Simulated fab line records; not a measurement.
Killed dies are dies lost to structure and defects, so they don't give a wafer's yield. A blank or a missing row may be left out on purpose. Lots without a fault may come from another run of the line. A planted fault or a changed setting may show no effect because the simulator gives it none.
Chamber matching + flow n5_finfet + N5_MIM_TOP_ETCH_STRIP_01 on rie_diel-04: 4 sister chambers
The step strips in O2. 4 wafers are shown with their chamber, then 12 later ones without.

## WAFERS PAIRED WITH THEIR CHAMBERS
| wafer  | chamber | showerhead_plenum_p_Torr (Torr) |
|--------|---------|---------------------------------|
| L077.4 | 2       | 1.99                            |
| L085.3 | 0       | 2.19                            |
| L085.4 | 3       | 2.02                            |
| L085.6 | 1       | 2.19                            |

## WAFERS WITH NO CHAMBER GIVEN
| wafer  | showerhead_plenum_p_Torr (Torr) |
|--------|---------------------------------|
| L086.1 | 1.99                            |
| L086.5 | 2.19                            |
| L086.6 | 2.02                            |
| L089.1 | 2.02                            |
| L089.2 | 1.98                            |
| L089.5 | 1.98                            |
| L095.2 | 2.19                            |
| L095.5 | 2.19                            |
| L095.6 | 2.19                            |
| L097.3 | 2.02                            |
| L097.5 | 2.19                            |
| L097.6 | 1.98                            |

## THE CHAMBER EACH PASSED THROUGH
| wafer  | from the rows above     | in truth |
|--------|-------------------------|----------|
| L086.1 | 2                       | 2        |
| L086.5 | can't be placed: 0 or 1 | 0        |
| L086.6 | 3                       | 3        |
| L089.1 | 3                       | 3        |
| L089.2 | 2                       | 2        |
| L089.5 | 2                       | 2        |
| L095.2 | can't be placed: 0 or 1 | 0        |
| L095.5 | can't be placed: 0 or 1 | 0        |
| L095.6 | can't be placed: 0 or 1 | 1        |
| L097.3 | 3                       | 3        |
| L097.5 | can't be placed: 0 or 1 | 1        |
| L097.6 | 2                       | 2        |
Placed correctly: 7 of 12. Not placeable from these rows: 5 (in 5, the candidates include the true chamber). 0 placed wrongly.
How it was worked out, from the rows above alone: a wafer's distance from a chamber is the root of the sum, over the readings, of the square of ((its reading less the chamber's mean) divided by the reading's scatter). The wafer belongs to the nearest chamber; if the next one is less than 2 further off, it can't be placed. Each chamber's mean is taken over the wafers shown for it. The scatter: with one shown wafer a chamber, the root of the mean of the squares of how far each hidden wafer lies from its nearest shown one.
